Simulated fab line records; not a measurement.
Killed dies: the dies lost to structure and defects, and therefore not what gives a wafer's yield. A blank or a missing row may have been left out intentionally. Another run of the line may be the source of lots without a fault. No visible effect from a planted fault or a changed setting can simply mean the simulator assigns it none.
Code-filled problem report in 8D (eight disciplines) form + flow nand harc + the parts of the form that need people (team, actions taken, sign-off) are left out

1. THE ISSUE
killed at array at NHARC_END_SORT_01 reads a mean of 674 on 2 wafers of 2 lots; wafers without a fault read 56 with a standard deviation of 20. Relative to the usual mean, that is a shift of +31 standard deviations.
The first sign was on wafer L523.4 at day 28 01:39, on prober-02. At this step, 6 wafers from 2 lots have a number in the record. Rule for "out" (also "out of limits"): further than 4 standard deviations from the usual mean. All remaining wafers that have a number are taken as sound.

2. WHAT IT IS AND WHAT IT IS NOT
| question                    | is                           | is not                                                                  |
|-----------------------------|------------------------------|-------------------------------------------------------------------------|
| which readings at this step | killed at array, killed dies | killed at other, killed at periphery, killed open, killed short         |
| which lots                  | L523, L525                   | -                                                                       |
| which wafers of those lots  | L523.4, L525.3               | L523.3, L523.6, L525.1, L525.4                                          |
| read on which gauges        | prober-01, prober-02         | -                                                                       |
| when                        | from day 28 01:39            | up to then (1 sound wafer); but 3 sound wafers of L523, L525 came after |

3. THE SUSPECTS, EACH WITH WHAT RULES IT OUT
Counting: a tool at a process step up to the reading stays a suspect if it ran every lot that is out. Sound lots after the first of them don't rule it out here, since some wafers of a struck lot are sound.
- the gauge at NHARC_END_SORT_01: ruled out. The wafers that are out were read on 2 gauges (prober-01, prober-02).
- rie diel-07 at NHARC_A_CONTACT_ETCH_30 (etches the open film in CF4/CHF3, target depth 72.6 nm, time 36.3 s): kept. It ran every lot that is out, first L523 (day 25 19:56). NHARC_A_CONTACT_ETCH_30 gives no start for some lots, so the hours and the order of its lots are those of NHARC_A_CONTACT_ETCH_110.
- rie diel-07 at NHARC_A_CONTACT_ETCH_31 (etches the open film in O2/COS, target depth 2800 nm, time 728 s): kept. It ran every lot that is out, first L523 (day 25 19:56). NHARC_A_CONTACT_ETCH_31 gives no start for some lots, so the hours and the order of its lots are those of NHARC_A_CONTACT_ETCH_110.
- rie diel-07 at NHARC_A_CONTACT_ETCH_110 (etches the open film in CF4/O2, target depth 60 nm, overetch 6 nm, time 33 s): kept. It ran every lot that is out, first L523 (day 25 19:56). Its own run length s readings are out on those wafers.
- Within rie diel-07 at NHARC_A_CONTACT_ETCH_110: the wafers that are out ran in chamber 2; their sound lot-mates ran in chambers 0, 1, 3.
rie diel-07 at NHARC_A_CONTACT_ETCH_30, rie diel-07 at NHARC_A_CONTACT_ETCH_31 and rie diel-07 at NHARC_A_CONTACT_ETCH_110 are what is left after counting.

4. THE CAUSE (what the simulator had put in)
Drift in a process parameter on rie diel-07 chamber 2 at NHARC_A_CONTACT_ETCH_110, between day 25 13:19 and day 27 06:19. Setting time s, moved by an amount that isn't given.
After counting, 3 suspects remain, this tool included.

5. THE EFFECT CHAIN, in route order
Rows list readings where the struck wafers' mean (over those with a number) sits beyond 3 standard deviations from the usual. Scope: only readings with a usual standard deviation given in the record; hours: median across lots of the time from each lot's start at the first step in this table that gives one to its start at this step; sigmas: change in usual standard deviations.
| hours | step                     | reading         | usual  | on struck wafers | change | sigmas |
|-------|--------------------------|-----------------|--------|------------------|--------|--------|
| 0     | NHARC_A_CONTACT_ETCH_110 | run length s    | 54.4 s | 49.8             | -4.6   | -14    |
| 51    | NHARC_END_SORT_01        | killed at array | 56     | 674              | +618   | +31    |
| 51    | NHARC_END_SORT_01        | killed dies     | 60     | 676              | +616   | +31    |
It contains these process steps:
- NHARC_A_CONTACT_ETCH_110: etches the open film in CF4/O2, target depth 60 nm, overetch 6 nm, time 33 s.
Readings that are blank on the struck wafers while sound wafers have them: bias w at NHARC_A_CONTACT_ETCH_110.

6. WHAT WOULD HAVE CAUGHT IT SOONER
Counted from the fault's start at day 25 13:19, it took 60 hours until the first out-of-limits reading at a measuring or inspecting step in this record, taken at day 28 01:39.
The tool's own readings at NHARC_A_CONTACT_ETCH_110 were out on every struck wafer that the step has a row for (run length s): an alarm limit on them would have fired on the first of those.
Each of the lots that are out, 2 in all, had begun NHARC_A_CONTACT_ETCH_110 on rie diel-07 no later than day 28 01:39. A hold on the tool at that time would have spared none of them.
